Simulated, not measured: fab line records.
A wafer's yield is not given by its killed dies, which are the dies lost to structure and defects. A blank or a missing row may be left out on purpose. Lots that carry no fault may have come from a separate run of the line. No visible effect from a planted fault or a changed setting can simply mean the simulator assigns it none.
Chamber matching -- flow nand harc -- 4 sister chambers for NHARC_A_STAIRCASE_ALD_420 on ald hk-04
The step deposits SiO2, target thk 20 nm, pulse time 6 s, ald cycles 200. 8 wafers are shown with their chamber, then 8 later ones without.

== EACH WAFER AND ITS CHAMBER ==
wafer,chamber,heater power w (W),precursor pulse height rel
L078.2,0,495,0.988
L077.6,3,419,0.995
L081.2,3,417,0.992
L081.6,1,426,1.009
L083.1,1,422,1.005
L083.3,2,503,0.986
L083.5,2,494,1.022
L086.1,0,466,0.976

== WAFERS MISSING THEIR CHAMBER ==
wafer,heater power w (W),precursor pulse height rel
L086.2,435,1.002
L086.4,423,1.026
L091.1,432,1.012
L091.2,478,0.994
L091.3,414,1.021
L095.1,420,0.994
L095.2,384,0.999
L095.3,531,1.026

== CHAMBER TAKEN BY EACH ==
wafer,from the rows above,in truth
L086.2,can't be placed: 1 or 3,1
L086.4,can't be placed: 1 or 3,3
L091.1,can't be placed: 1 or 3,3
L091.2,can't be placed: 0 or 2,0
L091.3,can't be placed: 1 or 3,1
L095.1,can't be placed: 3 or 1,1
L095.2,can't be placed: 3 or 1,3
L095.3,2,2
Placed correctly: 1 of 8. Not placeable from these rows: 7 (in 7, the candidates include the true chamber). Wrongly placed: 0.
How it was worked out, from the rows above alone: a wafer's distance from a chamber is the root of the sum, over the readings, of the square of ((its reading less the chamber's mean) divided by the reading's scatter). The wafer belongs to the nearest chamber; if the next one is less than 2 further off, it can't be placed. For every chamber, the mean is computed from those of its wafers that are shown. How the scatter is found: for the shown wafers, subtract from each reading the mean of its chamber, square and add these, divide the total by (wafers less chambers), then take the root.
